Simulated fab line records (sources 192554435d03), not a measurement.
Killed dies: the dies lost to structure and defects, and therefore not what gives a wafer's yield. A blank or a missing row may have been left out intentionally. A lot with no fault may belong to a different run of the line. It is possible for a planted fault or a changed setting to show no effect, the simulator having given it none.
A struck lot beside a sound one + flow n5Finfet + 40 out of 1938 route steps
Sound: these wafers, L359.3, L359.5, L359.6. Wafers struck: L347.1, L347.4, L347.6. Last of all comes the cause.
Each step with rows lists, per side, the tool, then ch with its chambers, then its first start. Under that, the readings that differ: sound wafers + struck wafers + difference of the means + sigmas: that difference in standard deviations of wafers without a fault.
alike: readings with means less than 2 such deviations apart, plus words and numbers identical on both sides. not compared: withheld readings, readings lacking a value on some wafer, bounds such as >300 that could conceal the same value, and numbers that have no deviation in the record and whose values overlap.
The two part at a step that has a row with sigmas, a row that says differs or no value, or rows on one side only. Numbers that have no deviation but don't overlap get no sigmas and don't part them. A reading that every wafer of one side lacks parts them only if that side has two wafers or more.

first, 12 steps without rows for these wafers: N5_HKMG_FIN_ETCH_54 (etches SiARC in CF4, target depth 45.5 nm, time 75.8 s); N5_HKMG_FIN_ETCH_55 (etches SOC in N2/H2, target depth 240 nm, time 300 s); N5_HKMG_FIN_STRIP_56 (strips in N2/H2); N5_HKMG_FIN_STRIP_57 (strips in CF4); N5_HKMG_FIN_ETCH_58 (etches SOC in N2/H2, target depth 215.8 nm, time 741 s); N5_HKMG_FIN_STRIP_93 (strips SOC in N2/H2, time 20 s); N5_HKMG_FIN_WET_ETCH_76 (etches Al2O3 in dNH4OH, stops on La2O3, target depth 2.25 nm, rinse time 30 s); N5_HKMG_FIN_STRIP_60 (strips in N2/H2, time 360 s); N5_HKMG_FIN_WET_ETCH_77 (etches La2O3 in dHCl, stops on HfO2, target depth 2 nm); N5_HKMG_FIN_WET_ETCH_78 (etches Al2O3 in dNH4OH, stops on La2O3, target depth 4.5 nm, rinse time 30 s); N5_HKMG_FIN_ALD_79 (deposits TiN, target thk 1.5 nm, pulse time 1 s, purge time 3 s); N5_HKMG_FIN_CVD_62 (deposits a-Si from Si2H6, target thk 3 nm, time 20.8 s).
N5_HKMG_FIN_RTA_80: time 2 s.
  sound on rtpAnneal-01 ch 0, day 7 18:12; struck on rtpAnneal-01 ch 0, day 4 17:46
then, 25 steps without rows for these wafers: N5_HKMG_FIN_PRECLEAN_64 (cleans in dHF, time 30 s); N5_HKMG_FIN_WET_ETCH_65 (etches a-Si in TMAH, stops on TiN, time 49 s, target depth 3 nm); N5_HKMG_FIN_WET_ETCH_81 (etches TiN in SC1, stops on HfO2, time 57 s, target depth 6 nm); N5_HKMG_FIN_WET_ETCH_82 (etches La2O3 in dHCl, stops on HfO2, target depth 2 nm, rinse time 30 s); N5_HKMG_FIN_ALD_36 (deposits TiN, target thk 1 nm, pulse time 1 s, purge time 3 s); N5_HKMG_FIN_PWFM_ALD_03 (deposits TiN, target thk 2 nm, pulse time 1 s, purge time 3 s); N5_HKMG_FIN_COAT_29 (time 60 s, resist thk 300 nm); N5_HKMG_FIN_COAT_30 (time 60 s, resist thk 35 nm); N5_HKMG_FIN_COAT_06 (resist thk 90 nm); N5_HKMG_FIN_EBR_08; N5_HKMG_FIN_SOFTBAKE_07 (time 60 s); N5_HKMG_FIN_EXPOSE_09 (exposes mask NWFM); N5_HKMG_FIN_PEB_10 (peb time 60 s); N5_HKMG_FIN_DEVELOP_11 (develop time 30 s); N5_HKMG_FIN_DESCUM_17 (chemistry O2, time 7.9 s); N5_HKMG_FIN_ETCH_31 (etches SiARC in CF4, target depth 45.5 nm, time 75.8 s); N5_HKMG_FIN_ETCH_32 (etches SOC in N2/H2, target depth 240 nm, time 300 s); N5_HKMG_FIN_STRIP_33 (strips in N2/H2); N5_HKMG_FIN_STRIP_34 (strips in CF4); N5_HKMG_FIN_ETCH_35 (etches SOC in N2/H2, target depth 215.8 nm, time 243.4 s); N5_HKMG_FIN_STRIP_92 (strips SOC in N2/H2, time 20 s); N5_HKMG_FIN_WET_ETCH_18 (etches TiN in SC1, time 55 s, target depth 5.2 nm, rinse time 30 s); N5_HKMG_FIN_STRIP_19 (strips in N2/H2, time 360 s); N5_HKMG_FIN_ALD_91 (deposits TiN, target thk 1 nm, pulse time 1 s, purge time 3 s); N5_HKMG_FIN_COAT_85 (time 60 s, resist thk 300 nm).
-- a jump in the record: the struck wafers' starts before and after are 7 days apart (it breaks off in module HKMG_FIN and resumes in module BEOL_M4, where the first step shown is number 1111 of the route) --
N5_BEOL_M4_RC_MEAS_101:
  sound on prober-01 ch 0, day 15 09:01; struck on prober-01 ch 0, day 11 19:55
| reading             | sound                      | struck                     | difference | sigmas |
|---------------------|----------------------------|----------------------------|------------|--------|
| IOFF_P (nA/um)      | 0.23 0.27 0.18             | 0.49 0.26 0.54             | +0.20      | +4     |
| IOFF_P_LIN (nA/um)  | 0.100 0.113 0.086          | 0.204 0.132 0.215          | +0.084     | +5     |
| IOFF_P_LONG (nA/um) | 0.000107 0.000107 0.000108 | 0.000152 0.000153 0.000147 | +0.000043  | +5     |
| ION_P (uA/um)       | 458 467 450                | 495 490 488                | +33        | +4     |
| VT_N_LVT (mV)       | 92 90 97                   | 108 118 107                | +18        | +5     |
| VT_P (mV)           | -250 -249 -252             | -232 -238 -231             | +17        | +5     |
| VT_P_LONG (mV)      | -276 -277 -274             | -263 -260 -263             | +14        | +5     |
  alike: DIBL_N, DIBL_P, IOFF_N, ION_N, SS_N, SS_P, VT_N
-- the record jumps here: 5 days lie between the struck wafers' starts before and after (it left off in module BEOL_M4 and takes up again in module PASSIVATION, whose first step shown is number 1936 of the route) --
N5_PASSIVATION_PROBE_49:
  sound on prober-02 at day 20 11:42; struck on prober-02 at day 16 08:26
| reading                | sound     | struck         | difference | sigmas |
|------------------------|-----------|----------------|------------|--------|
| sort_bin_4_leakage (%) | 0 0       | 3.39 0 10.85   | +4.75      | +90    |
| sortNPass              | 1094 1079 | 1000 1055 939  | -88        | -4     |
| sortYieldPct (%)       | 92.7 91.4 | 84.7 89.4 79.6 | -7.5       | -4     |
  alike: defectLimitedYield, killed_at_M0_to_M3, killed_at_M4_up, killedAtContacts, killedAtFrontEnd, killedAtOther, killedDies, killedOpen, killedShort, sort_bin_5_function, sort_bin_6_memory

WHERE THEY PART
First at N5_BEOL_M4_RC_MEAS_101; last, within this record, at N5_PASSIVATION_PROBE_49.

WHY: the cause the simulator had injected
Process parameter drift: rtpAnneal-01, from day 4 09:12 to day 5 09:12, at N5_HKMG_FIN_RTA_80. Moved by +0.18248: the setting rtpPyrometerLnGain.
